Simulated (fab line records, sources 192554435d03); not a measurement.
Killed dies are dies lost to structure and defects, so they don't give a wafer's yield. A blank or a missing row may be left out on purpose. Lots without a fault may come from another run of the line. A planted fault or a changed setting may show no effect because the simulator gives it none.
Split-lot experiment | flow n5_finfet | 7 lots, 39 wafers read, on a route of 1938 steps

THE SPLIT
At N5_SD_EPI_N_ETCH_35 (etches SOC in N2/H2, overetch 108 nm, time 486 s), the setting time_s was moved away from the recipe's 486 s on 18 of the 39 wafers read, by -18.8% to +18.0%. The other wafers ran this setting at the recipe's value.

FROM THE SPLIT TO THE READING: what the file shows between them, 3 steps
- N5_SD_EPI_N_STRIP_36: strips in N2/H2
- N5_SD_EPI_N_ETCHBACK_44: etches SiNx in CH3F/O2, stops on SiO2, target depth 14.5 nm
- N5_SD_EPI_N_ETCH_45: etches SiOCN in CH3F/O2, target depth 6 nm

THE READING
SiARC_of_SD_EPI_N_COAT_33.thk_nm (the simulator's own value, which no gauge read), in nm, at N5_SD_EPI_N_ETCH_16 (etches SiO2 in CHF3/O2, target depth 5 nm). The file gives no usual value for it. The 21 wafers here that ran the recipe average 12.4 nm, standard deviation 0.38 nm.

wafer  | tool, chamber at the split | time_s as run, s | against the recipe | SiARC_of_SD_EPI_N_COAT_33.thk_nm, nm | against lot-mates on the recipe
L074.1 | rie_diel-06, 2             | 486              | recipe             | 12.4                                 | -
L074.4 | rie_diel-06, 0             | 486              | recipe             | 12.4                                 | -
L074.2 | rie_diel-06, 1             | 534.3            | +9.9%              | 10.8                                 | -1.4
L074.3 | rie_diel-06, 3             | 534.3            | +9.9%              | 10.2                                 | -2.0
L074.5 | rie_diel-06, 2             | 534.3            | +9.9%              | 11                                   | -1.2
L074.6 | rie_diel-06, 3             | 486              | recipe             | 11.8                                 | -
L080.2 | rie_diel-06, 1             | 486              | recipe             | 12                                   | -
L080.4 | rie_diel-06, 3             | 486              | recipe             | 11.6                                 | -
L080.6 | rie_diel-06, 2             | 486              | recipe             | 12.2                                 | -
L084.1 | rie_diel-06, 1             | 486              | recipe             | 12.2                                 | -
L084.2 | rie_diel-06, 0             | 486              | recipe             | 12.6                                 | -
L084.3 | rie_diel-06, 2             | 394.7            | -18.8%             | 15.4                                 | +3.1
L084.6 | rie_diel-06, 2             | 394.7            | -18.8%             | 15.4                                 | +3.1
L084.4 | rie_diel-06, 3             | 394.7            | -18.8%             | 14.8                                 | +2.5
L084.5 | rie_diel-06, 3             | 486              | recipe             | 12                                   | -
L087.1 | rie_diel-03, 3             | 449.4            | -7.5%              | 14.4                                 | +1.5
L087.2 | rie_diel-03, 0             | 486              | recipe             | 13                                   | -
L087.4 | rie_diel-03, 1             | 486              | recipe             | 13                                   | -
L087.3 | rie_diel-03, 2             | 449.4            | -7.5%              | 13.8                                 | +0.9
L087.5 | rie_diel-03, 1             | 449.4            | -7.5%              | 14                                   | +1.1
L087.6 | rie_diel-03, 2             | 486              | recipe             | 12.8                                 | -
L092.1 | rie_diel-03, 3             | 403.3            | -17.0%             | 15.6                                 | +2.9
L092.2 | rie_diel-03, 0             | 486              | recipe             | 12.6                                 | -
L092.5 | rie_diel-03, 2             | 486              | recipe             | 12.6                                 | -
L092.3 | rie_diel-03, 1             | 403.3            | -17.0%             | 15.4                                 | +2.7
L092.4 | rie_diel-03, 2             | 403.3            | -17.0%             | 15                                   | +2.3
L092.6 | rie_diel-03, 1             | 486              | recipe             | 12.8                                 | -
L093.1 | rie_diel-01, 3,1           | 486              | recipe             | 12.4                                 | -
L093.3 | rie_diel-01, 2             | 486              | recipe             | 12.4                                 | -
L093.2 | rie_diel-01, 1             | 573.4            | +18.0%             | 9.2                                  | -3.1
L093.4 | rie_diel-01, 0             | 573.4            | +18.0%             | 9.4                                  | -2.9
L093.5 | rie_diel-01, 2             | 573.4            | +18.0%             | 9.6                                  | -2.7
L093.6 | rie_diel-01, 3,1           | 486              | recipe             | 12                                   | -
L095.1 | rie_diel-06, 2             | 532.3            | +9.5%              | 11.2                                 | -1.0
L095.2 | rie_diel-06, 3             | 532.3            | +9.5%              | 10.6                                 | -1.6
L095.3 | rie_diel-06, 1             | 486              | recipe             | 12.2                                 | -
L095.4 | rie_diel-06, 0             | 532.3            | +9.5%              | 11                                   | -1.2
L095.5 | rie_diel-06, 2             | 486              | recipe             | 12.6                                 | -
L095.6 | rie_diel-06, 3             | 486              | recipe             | 11.8                                 | -
Where a row lists several chambers, the file gives one row for several wafers and doesn't say which wafer went through which chamber.

THE FIT
A straight line over all 39 wafers: SiARC_of_SD_EPI_N_COAT_33.thk_nm changes by -0.165 nm for each +1% of time_s; r = -0.97; the points scatter about the line by 0.38 nm.
The same after taking each lot's own level away (the mean of its wafers on the recipe; 39 wafers): -0.155 nm for each +1%; r = -0.99; scatter 0.26 nm.
On that fit, the largest move of time_s shifts the reading by 2.9 nm.
The lots' own levels span 11.93 to 12.93 nm, that is 2.6 times the standard deviation above.
So the lot-to-lot level changes the slope little: the two slopes agree.
Check: with one of the wafers moved furthest among these (-18.8%) left out of the fit, the line predicts +2.89 nm for it against its lot-mates. It came out at +3.13 nm against them.

OTHER SPLITS ON THESE WAFERS
These wafers also went through other splits before the reading. Each is held against what the fit with the lots' levels taken away leaves over:
other split on the same wafers       | wafers away from the commonest value | r with SiARC_of_SD_EPI_N_COAT_33.thk_nm (lot level and that fit taken away)
N5_FIN_CUT_ETCH_21 time_s            | 15                                   | -0.07
N5_FIN_CUT_CUT_ETCH_26 source_w      | 12                                   | -0.01
N5_DUMMY_GATE_ETCH_31 target_depth_a | 9                                    | +0.05

THE WHOLE CHAIN: every reading that the file lists as answering this split, in the file's order
step                | what it does                                     | reading                                                                           | change (the file's fit)               | r (the file's)
N5_SD_EPI_N_ETCH_35 | etches SOC in N2/H2, overetch 108 nm, time 486 s | SiARC_of_SD_EPI_N_COAT_33.thk_nm (the simulator's own value, which no gauge read) | -0.157 nm for each +1% of the setting | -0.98
N5_SD_EPI_N_ETCH_35 | etches SOC in N2/H2, overetch 108 nm, time 486 s | SD_EPI_N.cd_nm (the simulator's own value, which no gauge read)                   | +0.181 nm for each +1% of the setting | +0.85
N5_SD_EPI_N_ETCH_16 | etches SiO2 in CHF3/O2, target depth 5 nm        | SiARC_of_SD_EPI_N_COAT_33.thk_nm (the simulator's own value, which no gauge read) | -0.155 nm for each +1% of the setting | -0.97

THE FILE'S OWN FIT
SiARC_of_SD_EPI_N_COAT_33.thk_nm changes by -0.155 nm for each +1% of time_s, r = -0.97.
